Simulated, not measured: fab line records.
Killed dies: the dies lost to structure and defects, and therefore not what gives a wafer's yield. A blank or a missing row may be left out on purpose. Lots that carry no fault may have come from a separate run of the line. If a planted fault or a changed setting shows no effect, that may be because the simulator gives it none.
Lot-split experiment | flow n5 finfet | route with 1938 steps; 7 lots, 39 wafers read

## THE SPLIT
At N5_SD_EPI_N_ETCH_45 (etches SiOCN in CH3F/O2, target depth 6 nm), the setting target depth a was moved away from the recipe's 60 angstrom on 9 of the 39 wafers read, by -48.0% to +20.5%. The other wafers ran this setting at the recipe's value.

Reading taken at the split's own step.

## THE READING
etch.depth nm (the simulator's own value, which no gauge read), in nm, at N5_SD_EPI_N_ETCH_45 (etches SiOCN in CH3F/O2, target depth 6 nm). No usual value for it is given in the file. Here, 30 wafers ran the recipe; their average is 6.028 nm with a standard deviation of 0.065 nm.

wafer  | tool, chamber at the split | target depth a as run, angstrom | against the recipe | etch.depth nm, nm | against lot-mates on the recipe
L077.1 | rie diel-02, 2             | 31.21                           | -48.0%             | 3.11              | -2.911
L077.2 | rie diel-02, 1             | 60                              | recipe             | 6.048             | -
L077.3 | rie diel-02, 3             | 31.21                           | -48.0%             | 3.065             | -2.956
L077.4 | rie diel-02, 0             | 31.21                           | -48.0%             | 3.126             | -2.895
L077.5 | rie diel-02, 1             | 60                              | recipe             | 6.022             | -
L077.6 | rie diel-02, 0             | 60                              | recipe             | 5.993             | -
L080.3 | rie diel-01, 1             | 60                              | recipe             | 6.088             | -
L080.4 | rie diel-01, 2             | 60                              | recipe             | 6.151             | -
L080.5 | rie diel-01, 1             | 60                              | recipe             | 6.094             | -
L082.1 | rie diel-01, 1             | 60                              | recipe             | 6.011             | -
L082.2 | rie diel-01, 3             | 60                              | recipe             | 6.049             | -
L082.3 | rie diel-01, 2             | 60                              | recipe             | 6.109             | -
L082.4 | rie diel-01, 0             | 60                              | recipe             | 6.141             | -
L082.5 | rie diel-01, 1             | 60                              | recipe             | 6.07              | -
L082.6 | rie diel-01, 0             | 60                              | recipe             | 6.073             | -
L083.1 | rie diel-02, 2             | 60                              | recipe             | 5.987             | -
L083.2 | rie diel-02, 1             | 44.79                           | -25.4%             | 4.567             | -1.433
L083.3 | rie diel-02, 3             | 60                              | recipe             | 5.953             | -
L083.4 | rie diel-02, 0             | 60                              | recipe             | 6.059             | -
L083.5 | rie diel-02, 0             | 44.79                           | -25.4%             | 4.541             | -1.459
L083.6 | rie diel-02, 1             | 44.79                           | -25.4%             | 4.54              | -1.460
L084.1 | rie diel-04, 1             | 72.31                           | +20.5%             | 7.394             | +1.392
L084.2 | rie diel-04, 2             | 60                              | recipe             | 6.076             | -
L084.3 | rie diel-04, 3             | 72.31                           | +20.5%             | 7.329             | +1.327
L084.4 | rie diel-04, 0             | 60                              | recipe             | 5.971             | -
L084.5 | rie diel-04, 3             | 72.31                           | +20.5%             | 7.321             | +1.319
L084.6 | rie diel-04, 0             | 60                              | recipe             | 5.96              | -
L085.1 | rie diel-02, 2             | 60                              | recipe             | 5.908             | -
L085.2 | rie diel-02, 3             | 60                              | recipe             | 5.929             | -
L085.3 | rie diel-02, 1             | 60                              | recipe             | 6.043             | -
L085.4 | rie diel-02, 1             | 60                              | recipe             | 6.047             | -
L085.5 | rie diel-02, 2             | 60                              | recipe             | 5.928             | -
L085.6 | rie diel-02, 3             | 60                              | recipe             | 5.893             | -
L097.1 | rie diel-01, 2             | 60                              | recipe             | 6.083             | -
L097.2 | rie diel-01, 3             | 60                              | recipe             | 6.044             | -
L097.3 | rie diel-01, 1             | 60                              | recipe             | 6.012             | -
L097.4 | rie diel-01, 3             | 60                              | recipe             | 6.032             | -
L097.5 | rie diel-01, 2             | 60                              | recipe             | 6.074             | -
L097.6 | rie diel-01, 1             | 60                              | recipe             | 5.999             | -

FIT RESULTS
A straight line over all 39 wafers: etch.depth nm changes by +0.0611 nm for each +1% of target depth a; r = +1.00; the points scatter about the line by 0.065 nm.
The same after taking each lot's own level away (the mean of its wafers on the recipe; 39 wafers): +0.061 nm for each +1%; r = +1.00; scatter 0.054 nm.
On that fit, the largest move of target depth a shifts the reading by 2.9 nm.
The span of the lots' own levels, 5.9580 to 6.1110 nm, comes to 2.4 times the standard deviation stated above.
The two slopes agree, so the slope changes little with the lot-to-lot level.
Check: -2.91 nm against its lot-mates is what the line predicts for one of the wafers moved furthest among these (-48.0%) when that wafer is left out of the fit. It came out at -2.91 nm against them.

## FURTHER SPLITS ON THESE WAFERS
Note: prior to the reading, these wafers also went through further splits. Each is held against what the fit with the lots' levels taken away leaves over:
other split on the same wafers          | wafers away from the commonest value | r with etch.depth nm (lot level and that fit taken away)
N5_ZERO_LAYER_PECVD_02 time s           | 12                                   | -0.20
N5_FIN_SAQP_SPACER2_ALD_28 target thk a | 15                                   | +0.06

## THE FILE'S OWN FIT
etch.depth nm changes by +0.0608 nm for each +1% of target depth a, r = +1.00.
